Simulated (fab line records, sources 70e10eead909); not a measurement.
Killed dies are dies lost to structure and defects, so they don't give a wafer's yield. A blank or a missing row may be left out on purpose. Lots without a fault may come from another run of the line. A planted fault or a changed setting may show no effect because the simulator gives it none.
Chamber matching | flow nand_harc | NHARC_A_STAIRCASE_DEP_151 on pecvd-04: 3 sister chambers
The step deposits SiO2, target thk 3800 nm. 24 wafers are shown with their chamber, then 12 later ones without.

WAFERS WITH THEIR CHAMBER
wafer  | chamber | heater_power_w (W) | susceptor_temp_C (C)
L074.1 | 1       | 623                | 400.19
L074.5 | 0       | 572                | 400.17
L074.6 | 2       | 457                | 399.88
L075.1 | 2       | 497                | 400.09
L075.2 | 0       | 644                | 399.83
L075.4 | 0       | 568                | 399.87
L078.1 | 1       | 741                | 400.43
L078.2 | 0       | 644                | 400.07
L078.6 | 2       | 466                | 400.16
L079.1 | 2       | 501                | 400.26
L079.2 | 0       | 707                | 399.94
L079.3 | 1       | 738                | 399.57
L082.1 | 0       | 706                | 400.21
L082.3 | 2       | 581                | 400.38
L082.6 | 2       | 458                | 400.08
L083.4 | 2       | 460                | 399.71
L083.5 | 1       | 618                | 400.18
L083.6 | 0       | 568                | 399.66
L086.2 | 2       | 505                | 400.19
L086.5 | 0       | 563                | 399.99
L086.6 | 2       | 449                | 400.12
L085.2 | 2       | 539                | 400.17
L085.4 | 2       | 467                | 400.14
L085.6 | 0       | 560                | 400.04

SIGNATURES (means of the wafers above)
reading          | chamber 0 | chamber 1 | chamber 2 | scatter within a chamber
heater_power_w   | 614.67    | 680.00    | 489.09    | 54.1
susceptor_temp_C | 399.9756  | 400.0925  | 400.1073  | 0.215
Rule: a wafer's distance from a chamber is the root of the sum, over the readings, of the square of ((its reading less the chamber's mean) divided by the reading's scatter). The wafer belongs to the nearest chamber; if the next one is less than 2 further off, it can't be placed. The scatter: the root of (the sum of the squares of (reading less its chamber's mean) over the shown wafers, divided by (wafers less chambers)).

WAFERS WITHOUT THEIR CHAMBER
wafer  | heater_power_w (W) | susceptor_temp_C (C)
L089.3 | 719                | 400.20
L089.4 | 455                | 400.50
L089.6 | 579                | 399.95
L088.3 | 677                | 400.06
L088.4 | 604                | 399.90
L088.5 | 582                | 399.91
L094.2 | 609                | 399.96
L094.3 | 755                | 400.47
L094.6 | 592                | 400.41
L097.3 | 736                | 400.09
L097.5 | 465                | 399.94
L097.6 | 605                | 400.29

WHICH CHAMBER EACH WENT THROUGH
wafer  | from the rows above          | in truth
L089.3 | can't be placed: 1 or 0      | 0
L089.4 | can't be placed: 2 or 0      | 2
L089.6 | can't be placed: 0 or 2 or 1 | 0
L088.3 | can't be placed: 1 or 0      | 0
L088.4 | can't be placed: 0 or 1 or 2 | 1
L088.5 | can't be placed: 0 or 2 or 1 | 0
L094.2 | can't be placed: 0 or 1      | 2
L094.3 | can't be placed: 1 or 0      | 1
L094.6 | can't be placed: 0 or 1 or 2 | 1
L097.3 | can't be placed: 1 or 0      | 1
L097.5 | can't be placed: 2 or 0      | 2
L097.6 | can't be placed: 0 or 1 or 2 | 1
Placed correctly: 0 of 12. Can't be placed from these rows: 12 (the true chamber is among the candidates in 11). Placed wrongly: 0.
